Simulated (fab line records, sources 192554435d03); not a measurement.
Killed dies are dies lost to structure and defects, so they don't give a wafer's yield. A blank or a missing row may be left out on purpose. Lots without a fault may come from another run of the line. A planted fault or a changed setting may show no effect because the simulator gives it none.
Split-lot experiment | flow n5_finfet | 7 lots, 39 wafers read, on a route of 1938 steps

THE SPLIT
At N5_GATE_CUT_ETCH_56 (etches TiN in Cl2/Ar, target depth 21.6 nm), the setting icp_w was moved away from the recipe's 600 W on 12 of the 39 wafers read, by -18.9% to -7.3%. The other wafers ran this setting at the recipe's value.

The reading is taken at the split's own step.

THE READING
etch.depth_nm (the simulator's own value, which no gauge read), in nm, at N5_GATE_CUT_ETCH_56 (etches TiN in Cl2/Ar, target depth 21.6 nm). The file gives no usual value for it. The 27 wafers here that ran the recipe average 21.84 nm, standard deviation 0.6 nm.

wafer  | tool, chamber at the split | icp_w as run, W | against the recipe | etch.depth_nm, nm | against lot-mates on the recipe
L075.1 | rie_metal-03, 0            | 600             | recipe             | 21.25             | -
L075.2 | rie_metal-03, 0            | 600             | recipe             | 20.84             | -
L075.3 | rie_metal-03, 0            | 600             | recipe             | 20.86             | -
L075.6 | rie_metal-03, 0            | 600             | recipe             | 20.86             | -
L075.4 | rie_metal-03, 0            | 600             | recipe             | 20.98             | -
L075.5 | rie_metal-03, 0            | 600             | recipe             | 20.95             | -
L078.1 | rie_metal-01, 1            | 600             | recipe             | 21.69             | -
L078.2 | rie_metal-01, 0            | 600             | recipe             | 22.47             | -
L078.3 | rie_metal-01, 0            | 556.4           | -7.3%              | 21.16             | -0.77
L078.4 | rie_metal-01, 1            | 600             | recipe             | 21.64             | -
L078.5 | rie_metal-01, 1            | 556.4           | -7.3%              | 20.2              | -1.73
L078.6 | rie_metal-01, 0            | 556.4           | -7.3%              | 20.95             | -0.98
L085.1 | rie_metal-01, 1            | 494.1           | -17.6%             | 18.33             | -3.93
L085.2 | rie_metal-01, 0            | 494.1           | -17.6%             | 19                | -3.26
L085.3 | rie_metal-01, 0            | 600             | recipe             | 22.56             | -
L085.4 | rie_metal-01, 1            | 600             | recipe             | 21.84             | -
L085.5 | rie_metal-01, 1            | 494.1           | -17.6%             | 18.32             | -3.94
L085.6 | rie_metal-01, 0            | 600             | recipe             | 22.39             | -
L089.3 | rie_metal-02, 0            | 600             | recipe             | 20.65             | -
L089.4 | rie_metal-02, 1            | 600             | recipe             | 22.33             | -
L089.5 | rie_metal-02, 1            | 600             | recipe             | 22.28             | -
L092.1 | rie_metal-01, 1            | 600             | recipe             | 21.81             | -
L092.2 | rie_metal-01, 0            | 600             | recipe             | 22.39             | -
L092.3 | rie_metal-01, 1            | 509.4           | -15.1%             | 18.86             | -3.38
L092.4 | rie_metal-01, 0            | 509.4           | -15.1%             | 19.43             | -2.81
L092.5 | rie_metal-01, 1            | 509.4           | -15.1%             | 18.82             | -3.42
L092.6 | rie_metal-01, 0            | 600             | recipe             | 22.53             | -
L096.1 | rie_metal-02, 1            | 600             | recipe             | 22.38             | -
L096.2 | rie_metal-02, 1            | 600             | recipe             | 22.26             | -
L096.5 | rie_metal-02, 1            | 600             | recipe             | 22.26             | -
L096.3 | rie_metal-02, 1            | 486.3           | -18.9%             | 18.37             | -3.93
L096.4 | rie_metal-02, 1            | 486.3           | -18.9%             | 18.49             | -3.81
L096.6 | rie_metal-02, 1            | 486.3           | -18.9%             | 18.41             | -3.89
L097.1 | rie_metal-02, 1            | 600             | recipe             | 22.13             | -
L097.2 | rie_metal-02, 1            | 600             | recipe             | 22                | -
L097.3 | rie_metal-02, 1            | 600             | recipe             | 22                | -
L097.4 | rie_metal-02, 1            | 600             | recipe             | 22.28             | -
L097.5 | rie_metal-02, 1            | 600             | recipe             | 21.93             | -
L097.6 | rie_metal-02, 1            | 600             | recipe             | 22.18             | -

THE FIT
A straight line over all 39 wafers: etch.depth_nm changes by +0.183 nm for each +1% of icp_w; r = +0.93; the points scatter about the line by 0.55 nm.
The same after taking each lot's own level away (the mean of its wafers on the recipe; 39 wafers): +0.207 nm for each +1%; r = +0.98; scatter 0.35 nm.
On that fit, the largest move of icp_w shifts the reading by 3.9 nm.
The lots' own levels span 20.957 to 22.300 nm, that is 2.2 times the standard deviation above.
So the lot-to-lot level changes the slope: the two fits differ.
Check: with one of the wafers moved furthest among these (-18.9%) left out of the fit, the line predicts -3.9 nm for it against its lot-mates. It came out at -3.93 nm against them.

THE FILE'S OWN FIT
etch.depth_nm changes by +0.206 nm for each +1% of icp_w, r = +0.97.
